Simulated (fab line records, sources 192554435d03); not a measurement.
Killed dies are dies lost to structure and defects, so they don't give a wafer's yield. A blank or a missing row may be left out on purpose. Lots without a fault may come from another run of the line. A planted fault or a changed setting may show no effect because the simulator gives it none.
fab line records | flow n5_finfet
record lots=5 wafers=12 last_day=18
route steps=1938 shown MOL_CONTACT_COAG@629 BEOL_M0_SAQP@632 BEOL_M4@1111
lots that met no fault: from a run of the same line without faults
start_h: hours from the record's first day to the start of the lot's first wafer shown | wait_h: hours since the lot's step before | " the same as in the row above | L1.1+2: a row that stands for several wafers | - no value, or no start given | * or withheld: withheld | < > ~ a bound
route shown NAME@n: a module of which the file shows steps, and the number in the route of the first | usual: mean/standard deviation of fault-free wafers | same: alike in all rows | chamber/n: place in a boat | sites: the reading at each site | _std_site: their standard deviation | _edge_site: outer sites' mean less inner sites' | radius_mm: how far each site lies from the wafer's centre | mask NAME#n: copy n | behind: the tool/chamber that last shaped the wafer | hold: why the lot was held/for how many hours/how that ended | device: the transistor (n, p or np) that didn't switch | end of line: the same wafers' tests at the end of the route | a step without rows: its recipe alone | killed: dies lost to structure and defects at the first sort, not the wafer's yield | map: a wafer's dies, x killed, . not, _ none there
set.NAME: the setting as run; set.NAME@STEP: as run at that earlier step | model.NAME: the simulator's own value behind a step, which no gauge read
lots at some steps of the route; a table a step, a row a wafer
services: from which hour (start_h, from the record's first day; less than 0 if before it) a tool's chamber was out of use, for how many hours, and why
## steps
# step N5_MOL_CONTACT_COAG_ANNEAL_112
# recipe temp_c=400 time_s=1800 ambient=HPD2 pressure_atm=10
# step N5_BEOL_M0_SAQP_PECVD_00
# recipe material=SiCN target_thk_a=80 temp_c=withheld precursor=3MS/NH3 pressure_torr=3 rf_w=202 time_s=14
# step N5_BEOL_M0_SAQP_ILD_DEP_01
# recipe material=SiOC target_thk_a=454.19 temp_c=350 precursor=DEMS/O2 pressure_torr=5 rf_w=500 time_s=8.7
# step N5_BEOL_M0_SAQP_HM_DEP_02
# recipe material=TiN target_thk_a=120 temp_c=25 chamber_pressure_pa=0.49996
# step N5_BEOL_M0_SAQP_PECVD_03
# recipe material=SiCN target_thk_a=120 temp_c=withheld precursor=3MS/NH3 pressure_torr=3 rf_w=202 time_s=21.1
# step N5_BEOL_M0_SAQP_PECVD_96
# recipe material=a-Si target_thk_a=450 temp_c=350 precursor=SiH4/He pressure_torr=3 rf_w=100 time_s=45.2
# step N5_BEOL_M0_SAQP_PECVD_97
# recipe material=SiNx target_thk_a=230 temp_c=350 precursor=SiH4/NH3/N2 pressure_torr=1.5 rf_w=300 time_s=19.9
# step N5_BEOL_M0_SAQP_PECVD_04
# recipe material=a-Si target_thk_a=600 temp_c=350 precursor=SiH4/He pressure_torr=3 rf_w=100 time_s=60.2
# step N5_BEOL_M0_SAQP_HM_DEP_111
# recipe material=SiO2 target_thk_a=120 temp_c=400 precursor=SiH4/N2O pressure_torr=0.75 rf_w=275 time_s=7.2
# usual heater_power_w=756/67 showerhead_plenum_p_Torr=8.05/0.18 susceptor_temp_C=400.01/0.22
# columns lot.wafer tool chamber start_h wait_h heater_power_w showerhead_plenum_p_Torr susceptor_temp_C model.SiO2_of_BEOL_M0_SAQP_HM_DEP_111.thk_nm
L953.5 pecvd-04 0 149.24 0.1 872 8.39 - 9
L953.6 " 1 " " 796 7.90 400.19 12
L957.4 pecvd-04 0 167.08 0.1 742 8.40 - 8.8
L957.5 " 1 " " 774 7.93 - 8.8
L958.4 pecvd-04 2 175.76 0.1 801 7.98 - 9
L958.5 " 1 " " 739 7.92 - 9
L965.1 pecvd-01 1 217.22 0.0 729 7.95 399.95 12.2
L965.2 " 0 " " 659 7.75 399.72 12.2
L965.3 " 2 " " 781 8.01 399.68 12.2
L970.3 pecvd-04 2 245.95 0.0 689 7.98 399.76 12
L970.4 " 0 " " 847 8.39 399.91 12.2
L970.6 " 2 " " 677 7.98 400.06 12
# step N5_BEOL_M0_SAQP_COAT_81
# recipe resist=SOC temp_c=250 time_s=60 spin_rpm=1500 resist_thk_nm=100
# step N5_BEOL_M0_SAQP_COAT_82
# recipe resist=SiARC temp_c=220 time_s=60 spin_rpm=1500 resist_thk_nm=30
# step N5_BEOL_M0_SAQP_COAT_08
# recipe resist=CAR-ArF spin_rpm=1500 resist_thk_nm=90
# step N5_BEOL_M0_SAQP_EBR_10
# recipe solvent=PGMEA ebr_width_mm=1.5
# step N5_BEOL_M0_SAQP_SOFTBAKE_09
# recipe temp_c=110 time_s=60 resist=CAR-ArF
# step N5_BEOL_M0_SAQP_EXPOSE_11
# recipe mask_id=M0_CORE na=1.35 source_shape=dipole sigma_inner=0.538 sigma_outer=0.738 polarization=te target_cd_nm=42 dose_mj=55
# step N5_BEOL_M0_SAQP_PEB_12
# recipe peb_temp_c=withheld peb_time_s=60 resist=CAR-ArF
# step N5_BEOL_M0_SAQP_DEVELOP_13
# recipe develop_time_s=30 developer=TMAH resist=CAR-ArF dev_temp_c=23 rinse_liquid=diw dry=air_spin
# step N5_BEOL_M0_SAQP_DESCUM_19
# recipe chemistry=O2 time_s=7.9 source_power_w=50 bias_power_w=20 pressure_mtorr=20 rf_frequency_hz=2.712e+07 temp_c=40 resist=CAR-ArF o2_flow_sccm=225
# step N5_BEOL_M0_SAQP_ETCH_83
# recipe chemistry=CF4 target=SiARC target_depth_a=390 mask_material=CAR-ArF time_s=65 ion_energy_ev=80 pressure_mtorr=40 source_w=545 bias_w=36 Ar_flow_sccm=100 cf4_flow_sccm=100 ends=cleared
# step N5_BEOL_M0_SAQP_ETCH_84
# recipe chemistry=N2/H2 target=SOC target_depth_a=1000 overetch_a=200 mask_material=SiARC temp_c=40 time_s=150 ion_energy_ev=200 pressure_mtorr=30 source_w=840 bias_w=150 n2_flow_sccm=200 h2_flow_sccm=200
# step N5_BEOL_M0_SAQP_STRIP_80
# recipe chemistry=N2/H2 temp_c=40 n2_flow_sccm=200 h2_flow_sccm=200 rf_frequency_hz=6e+07
# step N5_BEOL_M0_SAQP_HM_OPEN_112
# recipe chemistry=CHF3/O2 target=SiO2 stop_on=a-Si target_depth_a=120 over_etch_frac=1.25 mask_material=SOC time_s=13.5 pressure_mtorr=30 source_w=650 bias_w=170 Ar_flow_sccm=200 CHF3_flow_sccm=50 O2_flow_sccm=5 ion_energy_ev=200 ends=end_point
# usual drypump_motor_current_A=5.5/0.44 oes_product_au=0.51/0.049 rf_vpp_V=525/5.5 showerhead_plenum_p_Torr=2.42/0.068 throttle_valve_pct=18.81/0.14
# columns lot.wafer tool chamber start_h wait_h drypump_motor_current_A oes_product_au rf_hours_counter_h rf_vpp_V showerhead_plenum_p_Torr throttle_valve_pct model.etch.depth_nm
L953.5 rie_diel-03 3 150.01 0.0 6.2 0.47 - 527 2.35 18.75 8.925
L953.6 " 0 " " 5.6 0.49 - 521 2.41 18.68 12.05
L957.4 rie_diel-03 1 167.90 0.0 5.3 0.42 202 523 2.49 18.97 8.739
L957.5 " 2 " " 5.4 0.54 - 531 2.37 18.69 8.814
L958.4 rie_diel-05 0 176.50 0.0 4.8 0.41 222 527 2.47 18.92 9.068
L958.5 " 2 " " 6.1 0.45 - 536 2.42 18.74 8.913
L965.1 rie_diel-04 0 217.94 0.0 5.6 0.50 179 522 2.40 18.83 12.2
L965.2 " 2 " " 5.3 0.60 26 527 2.37 18.53 12.11
L965.3 " 1 " " 4.8 0.56 66 521 2.55 18.88 12.14
L970.3 rie_diel-04 0 246.55 0.0 5.6 0.49 187 523 2.39 18.85 12.04
L970.4 " 1 " " 4.9 0.54 76 521 2.54 18.89 12.1
L970.6 " 0 " " 5.6 0.48 - 522 2.39 18.86 12.1
# step N5_BEOL_M0_SAQP_STRIP_113
# recipe chemistry=CHF3/O2 resist=SiARC rf_frequency_hz=6e+07
# step N5_BEOL_M0_SAQP_MANDREL_ETCH_20
# recipe target_depth_a=600 chemistry=HBr/Cl2 target=a-Si stop_on=SiNx bt_time_s=10 mask_material=SOC over_etch_frac=0.5 time_s=30 pressure_mtorr=10 icp_w=800 bias_w=75 HBr_flow_sccm=150 Cl2_flow_sccm=80 ends=end_point
# step N5_BEOL_M0_SAQP_STRIP_86
# recipe chemistry=N2/H2 power_w=500 temp_c=40 pressure_mtorr=50 rf_frequency_hz=6e+07 overash_fraction=0.3 bias_power_w=28 h2_frac=0.5 n2_flow_sccm=300 h2_flow_sccm=300
# step N5_BEOL_M0_SAQP_STRIP_115
# recipe chemistry=post_etch_residue_remover time_s=60 temp_c=25 remover_ph=withheld remover_water_wt_pct=withheld remover_fluoride_wt_pct=withheld
# columns lot.wafer tool chamber start_h wait_h model.SiO2_of_BEOL_M0_SAQP_HM_DEP_111.thk_nm
L953.5 wet_bench-04 0 150.32 - 8.8
L953.6 " 6 " " 12
L957.4 wet_bench-06 5 168.33 - 8.6
L957.5 " 4 " " 8.8
L958.4 wet_bench-04 1 176.83 - 9
L958.5 " 5 " " 8.8
L965.1+2+3 wet_bench-04 7,4,3 218.19 - 12
L970.3+4+6 wet_bench-04 0,2,4 246.93 - 12
# step N5_BEOL_M0_SAQP_SRD_93
# recipe dry=ipa_marangoni time_s=30 temp_c=23 rinse_liquid=diw
# step N5_BEOL_M4_RC_MEAS_101
# usual DIBL_N=36.4/1.5 DIBL_P=35.8/1.7 IOFF_N=0.154/0.022 IOFF_P=0.21/0.031 ION_N=672/8.8 ION_P=462/7.2 SS_N=71.5/0.53 SS_P=73.2/0.62 VT_N=250.4/2.5 VT_P=-250/3.5
# columns lot.wafer tool chamber start_h wait_h DIBL_N[mV/V] DIBL_P[mV/V] IOFF_N[nA/um] IOFF_P[nA/um] ION_N[uA/um] ION_P[uA/um] SS_N[mV/dec] SS_P[mV/dec] VT_N[mV] VT_P[mV]
L953.5 prober-02 0 220.36 0.6 35.9 34.2 0.141 0.18 666 455 71.4 73.0 252.5 -251
L953.6 " 0 " " 37.3 35.1 0.159 0.19 668 454 72.0 72.9 250.3 -254
L957.4 prober-01 0 244.21 0.5 36.7 36.5 0.160 0.23 684 470 71.4 72.9 249.4 -246
L957.5 " 0 " " 35.6 34.9 0.139 0.21 667 463 71.1 72.8 251.1 -246
L958.4 prober-01 0 263.04 0.5 39.5 38.3 0.201 0.25 684 463 72.0 73.1 247.6 -249
L958.5 " 0 " " 39.4 37.7 0.201 0.25 675 465 73.1 74.6 247.9 -247
L965.1 prober-01 0 286.79 0.0 38.1 38.1 0.184 0.26 679 468 71.8 73.7 248.1 -246
L965.2 " 0 " " 38.0 38.5 0.204 0.27 683 473 71.0 73.5 244.4 -242
L965.3 " 0 " " 35.5 34.9 0.140 0.21 670 465 70.7 72.9 250.9 -250
L970.3 prober-02 0 322.91 0.3 34.8 33.2 0.115 0.17 662 454 70.1 72.4 254.0 -251
L970.4 " 0 " " 34.5 33.1 0.119 0.17 668 463 70.5 72.8 251.2 -253
L970.6 " 0 " " 35.1 33.4 0.122 0.17 657 461 70.2 72.3 253.7 -251
## services
# columns tool chamber start_h hours kind
pecvd-04 0 133.69 5.0 scheduled_down
rie_diel-05 2 133.74 16.1 repair
rie_diel-04 3 177.55 5.5 repair
pecvd-04 1 191.46 8.1 repair
rie_diel-03 2 191.94 6.5 repair
pecvd-01 - 197.48 6.0 pm
rie_diel-05 - 203.16 0.3 repair
rie_diel-04 0 208.33 7.4 repair
pecvd-01 2 240.72 - clean
pecvd-01 2 240.72 29.5 scheduled_down
pecvd-01 2 240.72 29.5 vent_cycle
## key
first_sign none at tools or gauges
model_effect step=N5_BEOL_M0_SAQP_HM_DEP_111 value=SiO2_of_BEOL_M0_SAQP_HM_DEP_111.thk_nm without=12 struck=8.92
model_effect step=N5_BEOL_M0_SAQP_HM_OPEN_112 value=etch.depth_nm without=12.03 struck=8.892
model_effect step=N5_BEOL_M0_SAQP_STRIP_115 value=SiO2_of_BEOL_M0_SAQP_HM_DEP_111.thk_nm without=11.96 struck=8.8
met_at N5_BEOL_M0_SAQP_HM_DEP_111
struck_wafers L953.5,L957.4,L957.5,L958.4,L958.5
fault kind=process_parameter_drift tool=pecvd-04 chamber=- onset_h=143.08 steps=N5_BEOL_M0_SAQP_HM_DEP_111 channel=time_s offset=* shape=step end_h=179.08 scope=struck_wafers_only acts_in=* stated=*
